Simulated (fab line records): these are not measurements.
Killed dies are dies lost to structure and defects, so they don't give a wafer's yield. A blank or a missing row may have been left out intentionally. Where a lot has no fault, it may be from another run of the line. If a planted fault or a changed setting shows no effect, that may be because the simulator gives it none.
fab line records | flow n5Finfet | part 1 of 2: steps 1 to 4 of 6
record lots=22 | wafers=66 | lastDay=17
route steps=1938 shown BEOL_M12@1658 BEOL_M13@1696 BEOL_M14@1727
lots with no fault: from the same line, run without faults
startH: hours from the record's opening day to when the first of the lot's shown wafers began | waitH: hours since the lot's step before | " same as the row above | L1.1+2: a row that stands for several wafers | - no value, or no start was given | * or withheld: withheld | < > ~ a bound
route shown NAME@n: NAME is a module with steps in the file, n the number in the route of the first one | usual: mean/standard deviation of fault-free wafers | same: alike in all rows | chamber/n: place in a boat | sites: the reading at each site | _std_site: the values' standard deviation | _edge_site: outer sites' mean less inner sites' | radiusMm: how far each site lies from the wafer's centre | mask NAME#n: copy n | behind: the tool/chamber that last shaped the wafer | hold: what put the lot on hold/how long, in hours/how the hold closed | device: which transistor (n, p or np) failed to switch | end of line: the tests these same wafers got at the end of their route | a step without rows: its recipe alone | killed: the dies lost at the first sort to structure and to defects; this is not the yield of the wafer | map: dies across one wafer; x = killed, . = not, _ = none there
set.NAME: the setting that was run; set.NAME@STEP: the one run at that earlier step | model.NAME: the simulator's own value behind a step, which no gauge read
a sample of lots followed through the steps of the route, with each step as a table and each wafer as a row
services: when a tool's chamber went out of use (startH, in hours from the record's first day, below 0 if earlier), for how many hours, and the reason
## steps
# step N5_BEOL_M12_INSPECT_55
# recipe inspectInstrument=darkfield | mode=postDep
# usual rawDefectCount=66/22
lot.wafer | tool             | chamber | startH | waitH | rawDefectCount
L074.1    | defectInspect-01 | -       | 238.64 | 0.0   | 33
L074.2    | "                | -       | "      | "     | 27
L074.3    | "                | -       | "      | "     | 51
L076.1    | defectInspect-02 | -       | 246.54 | 0.0   | 65
L076.2    | "                | -       | "      | "     | 43
L076.4    | "                | -       | "      | "     | 47
L077.1    | defectInspect-01 | -       | 250.00 | 0.0   | 70
L077.5    | "                | -       | "      | "     | 54
L077.6    | "                | -       | "      | "     | 37
L075.1    | defectInspect-02 | -       | 250.54 | 0.0   | 83
L075.2    | "                | -       | "      | "     | 143
L075.4    | "                | -       | "      | "     | 68
L078.1    | defectInspect-01 | -       | 256.41 | 0.0   | 57
L078.2    | "                | -       | "      | "     | 67
L078.3    | "                | -       | "      | "     | 46
L079.1    | defectInspect-02 | -       | 259.32 | 0.0   | 24
L079.2    | "                | -       | "      | "     | 79
L079.3    | "                | -       | "      | "     | 47
L080.2    | defectInspect-02 | -       | 278.67 | 0.0   | 43
L080.5    | "                | -       | "      | "     | 42
L080.6    | "                | -       | "      | "     | 103
L081.1    | defectInspect-01 | -       | 280.92 | 0.0   | 38
L081.2    | "                | -       | "      | "     | 47
L081.6    | "                | -       | "      | "     | 35
L082.2    | defectInspect-02 | -       | 281.65 | 0.0   | 68
L082.5    | "                | -       | "      | "     | 40
L082.6    | "                | -       | "      | "     | 52
L083.1    | defectInspect-02 | -       | 291.25 | 0.0   | 55
L083.3    | "                | -       | "      | "     | 58
L083.5    | "                | -       | "      | "     | 48
L084.1    | defectInspect-02 | -       | 297.16 | 0.0   | 48
L084.3    | "                | -       | "      | "     | 45
L084.6    | "                | -       | "      | "     | 34
L086.2    | defectInspect-01 | -       | 304.56 | 0.0   | 76
L086.5    | "                | -       | "      | "     | 117
L086.6    | "                | -       | "      | "     | 66
L085.3    | defectInspect-01 | -       | 305.64 | 0.0   | 58
L085.4    | "                | -       | "      | "     | 70
L085.5    | "                | -       | "      | "     | 68
L087.3    | defectInspect-02 | -       | 310.00 | 0.0   | 62
L087.5    | "                | -       | "      | "     | 107
L087.6    | "                | -       | "      | "     | 120
L088.1    | defectInspect-02 | -       | 312.17 | 0.0   | 57
L088.3    | "                | -       | "      | "     | 93
L088.4    | "                | -       | "      | "     | 96
L089.1    | defectInspect-02 | -       | 322.08 | 0.0   | 60
L089.3    | "                | -       | "      | "     | 115
L089.6    | "                | -       | "      | "     | 102
L091.1    | defectInspect-01 | -       | 343.29 | 0.0   | 56
L091.5    | "                | -       | "      | "     | 54
L091.6    | "                | -       | "      | "     | 49
L090.1    | defectInspect-01 | -       | 343.65 | 0.0   | 62
L090.3    | "                | -       | "      | "     | 43
L090.5    | "                | -       | "      | "     | 61
L092.1    | defectInspect-01 | -       | 351.65 | 0.0   | 52
L092.2    | "                | -       | "      | "     | 50
L092.3    | "                | -       | "      | "     | 59
L094.2    | defectInspect-01 | -       | 353.95 | 0.0   | 98
L094.4    | "                | -       | "      | "     | 44
L094.6    | "                | -       | "      | "     | 88
L093.1    | defectInspect-01 | -       | 354.26 | 0.0   | 81
L093.2    | "                | -       | "      | "     | 61
L093.4    | "                | -       | "      | "     | 59
L097.3    | defectInspect-02 | -       | 380.14 | 0.0   | 65
L097.4    | "                | -       | "      | "     | 79
L097.5    | "                | -       | "      | "     | 61
# step N5_BEOL_M13_TRENCH_ETCH_34
# recipe chemistry=C4F8/O2/Ar | target=SiOC | targetDepthA=4134.7 | maskMaterial=SOC | pressureMtorr=30 | sourceW=3000 | biasW=700 | Ar_flow_sccm=400 | C4F8_flow_sccm=15 | O2_flow_sccm=8 | heInnerTorr=15 | heOuterTorr=30 | timeS=162.6 | ionEnergyEv=250
# usual C4F8_flow_sccm=14.99/0.047 | drypumpMotorCurrentA=5.5/0.41 | heInnerTorr=14.997/0.028 | oesProductAu=0.79/0.087 | rfVppV=665.9/2.7 | showerheadPlenumPTorr=3.43/0.089 | throttleValvePct=24.14/0.2
lot.wafer | tool       | chamber | startH | waitH | C4F8_flow_sccm | drypumpMotorCurrentA | heInnerTorr | oesProductAu | rfHoursCounterH | rfVppV | showerheadPlenumPTorr | throttleValvePct
L074.1    | rieDiel-03 | 0       | 240.73 | 0.0   | 14.96          | 5.5                  | 15.008      | 0.80         | 114             | 667.0  | 3.42                  | 24.02
L074.2    | "          | 2       | "      | "     | 14.92          | 4.9                  | 14.974      | 0.91         | 24              | 666.2  | 3.49                  | 24.16
L074.3    | "          | 3       | "      | "     | 15.02          | 5.3                  | 15.037      | 0.69         | 213             | 665.2  | 3.40                  | 24.26
L076.1    | rieDiel-03 | 0       | 248.75 | 0.0   | 14.95          | 5.5                  | 15.021      | 0.80         | 117             | 664.7  | 3.42                  | 24.03
L076.2    | "          | 3       | "      | "     | 14.90          | 5.3                  | 14.983      | 0.69         | 216             | 665.6  | 3.40                  | 24.27
L076.4    | "          | 1       | "      | "     | 14.99          | 5.4                  | 15.049      | 0.79         | -               | 666.5  | 3.44                  | 24.12
L077.1    | rieDiel-03 | 3       | 252.92 | 0.0   | 15.09          | 5.3                  | 14.988      | 0.68         | 219             | 664.2  | 3.39                  | 24.25
L077.5    | "          | 0       | "      | "     | 14.99          | 5.6                  | 14.941      | 0.79         | -               | 666.9  | 3.41                  | 24.02
L077.6    | "          | 3       | "      | "     | 15.01          | 5.4                  | 14.999      | 0.68         | -               | 662.1  | 3.39                  | 24.27
L075.1    | rieDiel-03 | 1       | 253.98 | 0.0   | 14.96          | 5.4                  | 15.020      | 0.78         | 128             | 665.3  | 3.44                  | 24.12
L075.2    | "          | 0       | "      | "     | 14.92          | 5.6                  | 15.015      | 0.80         | 121             | 666.2  | 3.41                  | 24.05
L075.4    | "          | 0       | "      | "     | 14.96          | 5.5                  | 14.973      | 0.80         | -               | 666.0  | 3.41                  | 24.04
L078.1    | rieDiel-03 | 1       | 259.00 | 0.0   | 14.93          | 5.5                  | 14.977      | 0.79         | 130             | 666.5  | 3.44                  | 24.13
L078.2    | "          | 3       | "      | "     | 15.04          | 5.3                  | 14.950      | 0.68         | 222             | 663.0  | 3.39                  | 24.26
L078.3    | "          | 2       | "      | "     | 14.94          | 4.8                  | 15.012      | 0.91         | 27              | 666.8  | 3.49                  | 24.15
L079.1    | rieDiel-05 | 1       | 261.81 | 0.0   | 14.95          | 5.0                  | 15.010      | 0.70         | 236             | 667.1  | 3.50                  | 24.05
L079.2    | "          | 0       | "      | "     | 15.00          | 6.4                  | 14.994      | 1.01         | 2               | 663.1  | 3.37                  | 24.29
L079.3    | "          | 3       | "      | "     | 14.97          | 5.5                  | 14.990      | 0.72         | 193             | 662.6  | 3.28                  | 24.40
L080.2    | rieDiel-05 | 3       | 280.94 | 0.0   | 14.98          | 5.5                  | 14.964      | 0.73         | 202             | 661.3  | 3.27                  | 24.42
L080.5    | "          | 3       | "      | "     | 14.97          | 5.5                  | 14.972      | 0.72         | -               | 659.4  | 3.27                  | 24.40
L080.6    | "          | 0       | "      | "     | 15.00          | 6.4                  | 15.010      | 0.96         | -               | 664.3  | 3.36                  | 24.28
L081.1    | rieDiel-03 | 0       | 282.98 | 0.0   | 15.03          | 5.5                  | 15.028      | 0.77         | 133             | 667.0  | 3.41                  | 24.05
L081.2    | "          | 2       | "      | "     | 14.99          | 4.8                  | 15.034      | 0.89         | 37              | 667.5  | 3.49                  | 24.16
L081.6    | "          | 2       | "      | "     | 14.98          | 4.9                  | 14.922      | 0.88         | -               | 667.3  | 3.49                  | 24.19
L082.2    | rieDiel-02 | 0       | 284.19 | 0.0   | 14.95          | 5.9                  | 14.981      | 0.88         | 54              | 670.1  | 3.60                  | 23.67
L082.5    | "          | 1       | "      | "     | 14.89          | 5.5                  | 15.025      | 0.83         | -               | 665.5  | 3.45                  | 23.89
L082.6    | "          | 2       | "      | "     | 14.94          | 5.2                  | 14.971      | 0.75         | -               | 666.7  | 3.39                  | 24.27
L083.1    | rieDiel-02 | 0       | 293.30 | 0.0   | 15.03          | 5.9                  | 15.050      | 0.87         | 57              | 671.3  | 3.59                  | 23.67
L083.3    | "          | 1       | "      | "     | 15.01          | 5.4                  | 15.041      | 0.84         | 61              | 666.6  | 3.45                  | 23.92
L083.5    | "          | 0       | "      | "     | 15.04          | 5.9                  | 14.975      | 0.86         | -               | 669.9  | 3.59                  | 23.69
L084.1    | rieDiel-03 | 0       | 299.36 | 0.0   | 14.93          | 5.6                  | 15.013      | 0.77         | 138             | 667.0  | 3.40                  | 24.06
L084.3    | "          | 2       | "      | "     | 14.97          | 4.8                  | 15.018      | 0.88         | 43              | 666.8  | 3.48                  | 24.20
L084.6    | "          | 2       | "      | "     | 15.03          | 4.9                  | 14.982      | 0.88         | -               | 666.8  | 3.48                  | 24.19
L086.2    | rieDiel-05 | 0       | 306.60 | 0.0   | 14.98          | 6.4                  | 15.005      | 0.93         | 20              | 663.7  | 3.36                  | 24.28
L086.5    | "          | 3       | "      | "     | 14.95          | 5.5                  | 14.974      | 0.72         | -               | 660.6  | 3.27                  | 24.42
L086.6    | "          | 2       | "      | "     | 15.08          | 6.3                  | 15.009      | 0.98         | -               | 672.4  | 3.62                  | 24.14
L085.3    | rieDiel-02 | 2       | 308.24 | 0.0   | 15.05          | 5.2                  | 14.962      | 0.73         | 195             | 664.0  | 3.38                  | 24.28
L085.4    | "          | 0       | "      | "     | 15.00          | 5.9                  | 14.971      | 0.86         | -               | 670.3  | 3.59                  | 23.68
L085.5    | "          | 3       | "      | "     | 14.97          | 5.8                  | 14.929      | 0.72         | -               | 668.2  | 3.53                  | 24.21
L087.3    | rieDiel-02 | 1       | 313.36 | 0.0   | 15.05          | 5.4                  | 14.968      | 0.83         | 65              | 666.4  | 3.45                  | 23.91
L087.5    | "          | 3       | "      | "     | 14.97          | 5.9                  | 14.949      | 0.72         | -               | 668.0  | 3.53                  | 24.23
L087.6    | "          | 0       | "      | "     | 15.00          | 5.9                  | 14.956      | 0.87         | -               | 670.5  | 3.59                  | 23.70
L088.1    | rieDiel-05 | 3       | 314.30 | 0.0   | 14.94          | 5.5                  | 14.982      | 0.71         | 214             | 662.2  | 3.26                  | 24.42
L088.3    | "          | 2       | "      | "     | 15.02          | 6.4                  | 14.990      | 0.97         | 5               | 673.0  | 3.62                  | 24.15
L088.4    | "          | 3       | "      | "     | 15.02          | 5.5                  | 14.993      | 0.71         | -               | 660.5  | 3.26                  | 24.44
L089.1    | rieDiel-03 | 3       | 324.19 | 0.0   | 14.92          | 5.3                  | 15.037      | 0.67         | 243             | 664.8  | 3.38                  | 24.29
L089.3    | "          | 2       | "      | "     | 15.03          | 4.8                  | 14.980      | 0.86         | 53              | 666.3  | 3.48                  | 24.20
L089.6    | "          | 3       | "      | "     | 14.91          | 5.4                  | 15.025      | 0.66         | -               | 664.5  | 3.38                  | 24.30
L091.1    | rieDiel-03 | 1       | 345.74 | 0.0   | 14.98          | 5.4                  | 15.017      | 0.75         | 162             | 666.0  | 3.42                  | 24.17
L091.5    | "          | 0       | "      | "     | 14.99          | 5.6                  | 14.971      | 0.76         | -               | 665.4  | 3.40                  | 24.07
L091.6    | "          | 3       | "      | "     | 15.03          | 5.4                  | 14.999      | 0.66         | -               | 662.8  | 3.38                  | 24.30
L090.1    | rieDiel-02 | 0       | 345.90 | 0.0   | 14.98          | 5.9                  | 14.963      | 0.84         | 74              | 670.4  | 3.59                  | 23.70
L090.3    | "          | 1       | "      | "     | 15.04          | 5.4                  | 14.942      | 0.83         | 73              | 666.4  | 3.44                  | 23.92
L090.5    | "          | 1       | "      | "     | 15.02          | 5.4                  | 15.007      | 0.82         | -               | 666.8  | 3.44                  | 23.91
L092.1    | rieDiel-03 | 2       | 353.91 | 0.0   | 15.02          | 4.8                  | 14.998      | 0.85         | 61              | 667.4  | 3.47                  | 24.22
L092.2    | "          | 1       | "      | "     | 15.03          | 5.4                  | 15.043      | 0.74         | 164             | 665.0  | 3.42                  | 24.16
L092.3    | "          | 0       | "      | "     | 15.03          | 5.5                  | 14.969      | 0.75         | 152             | 666.1  | 3.40                  | 24.08
L094.2    | rieDiel-05 | 1       | 356.18 | 0.0   | 14.94          | 5.0                  | 15.016      | 1.00         | 6               | 667.9  | 3.49                  | 23.78
L094.4    | "          | 2       | "      | "     | 14.94          | 6.4                  | 14.970      | 0.91         | 18              | 670.8  | 3.61                  | 24.15
L094.6    | "          | 3       | "      | "     | 14.92          | 5.5                  | 15.002      | 0.70         | -               | 661.0  | 3.26                  | 24.42
L093.1    | rieDiel-02 | 2       | 356.27 | 0.0   | 15.10          | 5.2                  | 15.020      | 0.73         | 208             | 664.5  | 3.37                  | 24.29
L093.2    | "          | 3       | "      | "     | 14.98          | 5.8                  | 15.028      | 0.71         | 217             | 668.6  | 3.52                  | 24.25
L093.4    | "          | 0       | "      | "     | 14.94          | 5.9                  | 15.030      | 0.85         | 76              | 668.2  | 3.58                  | 23.70
L097.3    | rieDiel-02 | 0       | 382.70 | 0.0   | 15.06          | 5.9                  | 14.951      | 0.85         | 84              | 670.4  | 3.58                  | 23.71
L097.4    | "          | 1       | "      | "     | 15.01          | 5.4                  | 14.979      | 0.80         | 84              | 666.6  | 3.44                  | 23.95
L097.5    | "          | 3       | "      | "     | 14.97          | 5.8                  | 15.000      | 0.70         | -               | 668.1  | 3.52                  | 24.26
# step N5_BEOL_M13_SPUTTER_43
# recipe material=TaN | targetThkA=150 | tempC=50 | biasV=168.6 | powerW=15000 | chamberPressurePa=0.12 | timeS=24.19
# usual biasV=168.4/2 | throttleValvePct=29.9/1
lot.wafer | tool          | chamber | startH | waitH | biasV | throttleValvePct
L074.1    | pvdSputter-02 | -       | 243.82 | 0.0   | 167.9 | 31.5
L074.2    | "             | -       | "      | "     | 167.7 | 28.7
L074.3    | "             | -       | "      | "     | 165.6 | 28.9
L076.1    | pvdSputter-01 | -       | 249.51 | 0.0   | 167.8 | 30.9
L076.2    | "             | -       | "      | "     | 166.8 | 29.9
L076.4    | "             | -       | "      | "     | 173.1 | 30.3
L077.1    | pvdSputter-01 | -       | 257.31 | 0.0   | 167.5 | 29.9
L077.5    | "             | -       | "      | "     | 169.1 | 30.6
L077.6    | "             | -       | "      | "     | 168.9 | 30.0
L075.1    | pvdSputter-03 | -       | 257.79 | 0.0   | 170.8 | 29.6
L075.2    | "             | -       | "      | "     | 166.8 | 31.2
L075.4    | "             | -       | "      | "     | 169.6 | 28.2
L078.1    | pvdSputter-02 | -       | 260.64 | 0.0   | 166.1 | 29.2
L078.2    | "             | -       | "      | "     | 171.1 | 30.2
L078.3    | "             | -       | "      | "     | 166.9 | 28.7
L079.1    | pvdSputter-03 | -       | 267.76 | 0.0   | 171.6 | 29.7
L079.2    | "             | -       | "      | "     | 166.3 | 28.3
L079.3    | "             | -       | "      | "     | 169.7 | 31.4
L080.2    | pvdSputter-03 | -       | 281.60 | 0.0   | 170.7 | 28.7
L080.5    | "             | -       | "      | "     | 168.7 | 28.8
L080.6    | "             | -       | "      | "     | 167.8 | 31.3
L081.1    | pvdSputter-01 | -       | 284.15 | 0.0   | 170.4 | 29.7
L081.2    | "             | -       | "      | "     | 168.8 | 29.2
L081.6    | "             | -       | "      | "     | 167.8 | 30.8
L082.2    | pvdSputter-01 | -       | 286.45 | 0.0   | 167.6 | 30.7
L082.5    | "             | -       | "      | "     | 166.7 | 30.8
L082.6    | "             | -       | "      | "     | 166.5 | 29.3
L083.1    | pvdSputter-01 | -       | 296.45 | 0.0   | 170.5 | 31.1
L083.3    | "             | -       | "      | "     | 166.8 | 30.8
L083.5    | "             | -       | "      | "     | 166.9 | 29.6
L084.1    | pvdSputter-02 | -       | 300.67 | 0.0   | 168.3 | 32.0
L084.3    | "             | -       | "      | "     | 167.2 | 28.9
L084.6    | "             | -       | "      | "     | 167.5 | 31.4
L086.2    | pvdSputter-02 | -       | 308.25 | 0.0   | 168.0 | 31.9
L086.5    | "             | -       | "      | "     | 171.2 | 29.0
L086.6    | "             | -       | "      | "     | 170.2 | 31.6
L085.3    | pvdSputter-01 | -       | 311.25 | 0.0   | 170.6 | 30.8
L085.4    | "             | -       | "      | "     | 167.1 | 29.4
L085.5    | "             | -       | "      | "     | 173.2 | 30.5
L087.3    | pvdSputter-03 | -       | 315.66 | 0.0   | 167.4 | 28.6
L087.5    | "             | -       | "      | "     | 165.8 | 28.1
L087.6    | "             | -       | "      | "     | 166.6 | 29.6
L088.1    | pvdSputter-03 | -       | 316.30 | 0.0   | 164.8 | 28.3
L088.3    | "             | -       | "      | "     | 166.6 | 28.6
L088.4    | "             | -       | "      | "     | 171.2 | 31.5
L089.1    | pvdSputter-03 | -       | 326.80 | 0.0   | 169.7 | 28.5
L089.3    | "             | -       | "      | "     | 167.2 | 29.8
L089.6    | "             | -       | "      | "     | 169.9 | 31.4
L090.1    | pvdSputter-02 | -       | 349.62 | 0.0   | 167.2 | 30.6
L090.3    | "             | -       | "      | "     | 166.1 | 28.9
L090.5    | "             | -       | "      | "     | 167.4 | 30.4
L091.1    | pvdSputter-02 | -       | 349.94 | 0.0   | 169.4 | 30.5
L091.5    | "             | -       | "      | "     | 171.5 | 30.5
L091.6    | "             | -       | "      | "     | 166.2 | 28.7
L092.1    | pvdSputter-02 | -       | 355.27 | 0.0   | 168.5 | 29.0
L092.2    | "             | -       | "      | "     | 169.5 | 32.0
L092.3    | "             | -       | "      | "     | 168.4 | 30.4
L094.2    | pvdSputter-01 | -       | 358.57 | 0.0   | 172.0 | 31.0
L094.4    | "             | -       | "      | "     | 171.1 | 30.5
L094.6    | "             | -       | "      | "     | 166.1 | 30.0
L093.1    | pvdSputter-01 | -       | 358.97 | 0.0   | 165.9 | 30.5
L093.2    | "             | -       | "      | "     | 168.9 | 29.6
L093.4    | "             | -       | "      | "     | 166.1 | 31.1
L097.3    | pvdSputter-01 | -       | 384.28 | 0.0   | 165.5 | 30.2
L097.4    | "             | -       | "      | "     | 166.0 | 30.6
L097.5    | "             | -       | "      | "     | 167.7 | 29.9
# step N5_BEOL_M14_OVL_MEAS_11
# recipe pointsPerWafer=44
# usual V13_OVL=0/4.5
lot.wafer | tool       | chamber | startH | waitH | V13_OVL[nm]
L074.1    | overlay-02 | 0       | 245.69 | 0.0   | 3
L074.2    | "          | 0       | "      | "     | 5
L074.3    | "          | 0       | "      | "     | 0
L076.1    | overlay-02 | 0       | 251.26 | 0.0   | -2
L076.2    | "          | 0       | "      | "     | 4
L076.4    | "          | 0       | "      | "     | -3
L077.1    | overlay-02 | 0       | 259.21 | 0.0   | -3
L077.5    | "          | 0       | "      | "     | -10
L077.6    | "          | 0       | "      | "     | -5
L075.1    | overlay-01 | 0       | 260.16 | 0.0   | -9
L075.2    | "          | 0       | "      | "     | -3
L075.4    | "          | 0       | "      | "     | -5
L078.1    | overlay-02 | 0       | 262.43 | 0.0   | 2
L078.2    | "          | 0       | "      | "     | 6
L078.3    | "          | 0       | "      | "     | 3
L079.1    | overlay-01 | 0       | 269.52 | 0.0   | 0
L079.2    | "          | 0       | "      | "     | -2
L079.3    | "          | 0       | "      | "     | -1
L080.2    | overlay-02 | 0       | 283.35 | 0.0   | 8
L080.5    | "          | 0       | "      | "     | 5
L080.6    | "          | 0       | "      | "     | 7
L081.1    | overlay-02 | 0       | 285.92 | 0.0   | -6
L081.2    | "          | 0       | "      | "     | -2
L081.6    | "          | 0       | "      | "     | -6
L082.2    | overlay-01 | 0       | 288.20 | 0.0   | -3
L082.5    | "          | 0       | "      | "     | 0
L082.6    | "          | 0       | "      | "     | 1
L083.1    | overlay-02 | 0       | 299.15 | 0.0   | 1
L083.3    | "          | 0       | "      | "     | 3
L083.5    | "          | 0       | "      | "     | -1
L084.1    | overlay-02 | 0       | 302.96 | 0.0   | -3
L084.3    | "          | 0       | "      | "     | -3
L084.6    | "          | 0       | "      | "     | -7
L086.2    | overlay-01 | 0       | 310.17 | 0.0   | 8
L086.5    | "          | 0       | "      | "     | -3
L086.6    | "          | 0       | "      | "     | 5
L085.3    | overlay-01 | 0       | 313.14 | 0.0   | -7
L085.4    | "          | 0       | "      | "     | 1
L085.5    | "          | 0       | "      | "     | 1
L087.3    | overlay-02 | 0       | 317.43 | 0.0   | 2
L087.5    | "          | 0       | "      | "     | 2
L087.6    | "          | 0       | "      | "     | 0
L088.1    | overlay-02 | 0       | 318.17 | 0.0   | 0
L088.3    | "          | 0       | "      | "     | 2
L088.4    | "          | 0       | "      | "     | -2
L089.1    | overlay-02 | 0       | 328.67 | 0.0   | -3
L089.3    | "          | 0       | "      | "     | -3
L089.6    | "          | 0       | "      | "     | 0
L090.1    | overlay-02 | 0       | 351.50 | 0.0   | -1
L090.3    | "          | 0       | "      | "     | 6
L090.5    | "          | 0       | "      | "     | -3
L091.1    | overlay-01 | 0       | 351.91 | 0.0   | 2
L091.5    | "          | 0       | "      | "     | -6
L091.6    | "          | 0       | "      | "     | -2
L092.1    | overlay-01 | 0       | 357.14 | 0.0   | -2
L092.2    | "          | 0       | "      | "     | -8
L092.3    | "          | 0       | "      | "     | -4
L094.2    | overlay-02 | 0       | 360.57 | 0.0   | 1
L094.4    | "          | 0       | "      | "     | 4
L094.6    | "          | 0       | "      | "     | 7
L093.1    | overlay-02 | 0       | 360.98 | 0.0   | -2
L093.2    | "          | 0       | "      | "     | 4
L093.4    | "          | 0       | "      | "     | -1
L097.3    | overlay-02 | 0       | 386.16 | 0.0   | -5
L097.4    | "          | 0       | "      | "     | 0
L097.5    | "          | 0       | "      | "     | 2
